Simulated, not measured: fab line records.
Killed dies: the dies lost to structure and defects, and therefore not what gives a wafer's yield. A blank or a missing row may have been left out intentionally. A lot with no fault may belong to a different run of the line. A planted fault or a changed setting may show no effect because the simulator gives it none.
Matching of chambers :: flow nand harc :: 4 sister chambers for NHARC_A_STAIRCASE_TRIM_196 on rie diel-09
The step chemistry O2, time 211.2 s. 4 wafers are shown with their chamber, then 7 later ones without.

== EACH WAFER AND ITS CHAMBER ==
wafer: L078.4
chamber: 1
showerhead plenum p Torr (Torr): 3.56

wafer: L085.1
chamber: 0
showerhead plenum p Torr (Torr): 3.60

wafer: L089.1
chamber: 3
showerhead plenum p Torr (Torr): 3.69

wafer: L089.3
chamber: 2
showerhead plenum p Torr (Torr): 3.76

== WAFERS WHOSE CHAMBER IS MISSING ==
wafer: L089.6
showerhead plenum p Torr (Torr): 3.55

wafer: L093.1
showerhead plenum p Torr (Torr): 3.69

wafer: L093.5
showerhead plenum p Torr (Torr): 3.59

wafer: L093.6
showerhead plenum p Torr (Torr): 3.54

wafer: L094.1
showerhead plenum p Torr (Torr): 3.54

wafer: L094.2
showerhead plenum p Torr (Torr): 3.69

wafer: L094.4
showerhead plenum p Torr (Torr): 3.59

== THE CHAMBER EACH PASSED THROUGH ==
wafer: L089.6
from the rows above: 1
in truth: 1

wafer: L093.1
from the rows above: 3
in truth: 3

wafer: L093.5
from the rows above: can't be placed: 0 or 1
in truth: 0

wafer: L093.6
from the rows above: 1
in truth: 1

wafer: L094.1
from the rows above: 1
in truth: 1

wafer: L094.2
from the rows above: 3
in truth: 3

wafer: L094.4
from the rows above: can't be placed: 0 or 1
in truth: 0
5 of 7 placed correctly. From these rows, 2 cannot be placed; in 2 the true chamber is one of the candidates. 0 placed wrongly.
How it was worked out, from the rows above alone: a wafer's distance from a chamber is the root of the sum, over the readings, of the square of ((its reading less the chamber's mean) divided by the reading's scatter). If the next closest chamber is less than 2 further off than the closest, the wafer can't be placed; otherwise it belongs to the closest. Each chamber's mean is taken over the wafers shown for it. The scatter: root of mean squared gap, hidden wafer to nearest shown wafer, with one shown wafer a chamber.
